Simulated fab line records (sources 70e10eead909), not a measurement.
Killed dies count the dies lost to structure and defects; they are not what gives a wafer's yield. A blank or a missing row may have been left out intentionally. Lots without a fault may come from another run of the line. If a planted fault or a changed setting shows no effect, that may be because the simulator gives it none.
Matching of chambers || flow nandHarc || NHARC_A_M0_CMP_23 on cmp-04: 4 sister chambers
The step polishes, t overpolish 20 s, target thk 113.75 nm. 16 wafers are shown with their chamber, then 8 later ones without.

== WAFERS, EACH WITH ITS CHAMBER ==
{"wafer": "L075.1", "chamber": 1, "motorCurrentA (A)": 12.3, "timeToEndpointS (s)": 27.1}
{"wafer": "L075.3", "chamber": 2, "motorCurrentA (A)": 13.1, "timeToEndpointS (s)": 26.9}
{"wafer": "L075.6", "chamber": 2, "motorCurrentA (A)": 13.9, "timeToEndpointS (s)": 28.9}
{"wafer": "L078.2", "chamber": 2, "motorCurrentA (A)": 13.7, "timeToEndpointS (s)": 31.6}
{"wafer": "L078.3", "chamber": 0, "motorCurrentA (A)": 10.3, "timeToEndpointS (s)": 28.5}
{"wafer": "L078.5", "chamber": 2, "motorCurrentA (A)": 13.7, "timeToEndpointS (s)": 30.8}
{"wafer": "L074.1", "chamber": 2, "motorCurrentA (A)": 13.1, "timeToEndpointS (s)": 24.9}
{"wafer": "L074.2", "chamber": 1, "motorCurrentA (A)": 12.3, "timeToEndpointS (s)": 27.6}
{"wafer": "L074.5", "chamber": 1, "motorCurrentA (A)": 12.1, "timeToEndpointS (s)": 29.5}
{"wafer": "L076.2", "chamber": 2, "motorCurrentA (A)": 13.7, "timeToEndpointS (s)": 33.4}
{"wafer": "L076.3", "chamber": 0, "motorCurrentA (A)": 10.4, "timeToEndpointS (s)": 29.5}
{"wafer": "L076.5", "chamber": 1, "motorCurrentA (A)": 12.3, "timeToEndpointS (s)": 31.9}
{"wafer": "L081.1", "chamber": 1, "motorCurrentA (A)": 11.7, "timeToEndpointS (s)": 28.4}
{"wafer": "L081.5", "chamber": 2, "motorCurrentA (A)": 13.9, "timeToEndpointS (s)": 30.1}
{"wafer": "L081.6", "chamber": 3, "motorCurrentA (A)": 10.3, "timeToEndpointS (s)": 30.0}
{"wafer": "L082.2", "chamber": 2, "motorCurrentA (A)": 13.4, "timeToEndpointS (s)": 30.0}

SIGNATURES (averages over the wafers above)
{"reading": "motorCurrentA", "chamber 0": 10.350, "chamber 1": 12.140, "chamber 2": 13.562, "chamber 3": 10.300, "scatter within a chamber": 0.291}
{"reading": "timeToEndpointS", "chamber 0": 29.000, "chamber 1": 28.900, "chamber 2": 29.575, "chamber 3": 30.000, "scatter within a chamber": 2.33}
Rule: distance of a wafer from a chamber = root of the sum over the readings of ((wafer's reading minus chamber's mean) / reading's scatter) squared. The wafer belongs to the nearest chamber; if the next one is less than 2 further off, it can't be placed. The scatter: take each reading less its chamber's mean, square it, sum over the shown wafers, divide by the number of wafers less the number of chambers, and take the root.

== WAFERS WITH NO CHAMBER GIVEN ==
{"wafer": "L082.4", "motorCurrentA (A)": 12.2, "timeToEndpointS (s)": 28.4}
{"wafer": "L082.6", "motorCurrentA (A)": 12.6, "timeToEndpointS (s)": 27.5}
{"wafer": "L089.2", "motorCurrentA (A)": 12.1, "timeToEndpointS (s)": 26.6}
{"wafer": "L089.4", "motorCurrentA (A)": 13.7, "timeToEndpointS (s)": 26.1}
{"wafer": "L089.6", "motorCurrentA (A)": 10.5, "timeToEndpointS (s)": 20.9}
{"wafer": "L094.1", "motorCurrentA (A)": 10.0, "timeToEndpointS (s)": 25.7}
{"wafer": "L094.2", "motorCurrentA (A)": 10.4, "timeToEndpointS (s)": 25.6}
{"wafer": "L094.3", "motorCurrentA (A)": 11.9, "timeToEndpointS (s)": 29.3}

== WHICH CHAMBER EACH ONE RAN IN ==
{"wafer": "L082.4", "from the rows above": 1, "in truth": 1}
{"wafer": "L082.6", "from the rows above": "can't be placed: 1 or 2", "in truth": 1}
{"wafer": "L089.2", "from the rows above": 1, "in truth": 1}
{"wafer": "L089.4", "from the rows above": 2, "in truth": 2}
{"wafer": "L089.6", "from the rows above": "can't be placed: 0 or 3", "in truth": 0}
{"wafer": "L094.1", "from the rows above": "can't be placed: 0 or 3", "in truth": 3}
{"wafer": "L094.2", "from the rows above": "can't be placed: 0 or 3", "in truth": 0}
{"wafer": "L094.3", "from the rows above": 1, "in truth": 1}
Placed correctly: 4 of 8. Unplaceable from these rows: 4, with the true chamber sitting among the candidates in 4. 0 placed wrongly.
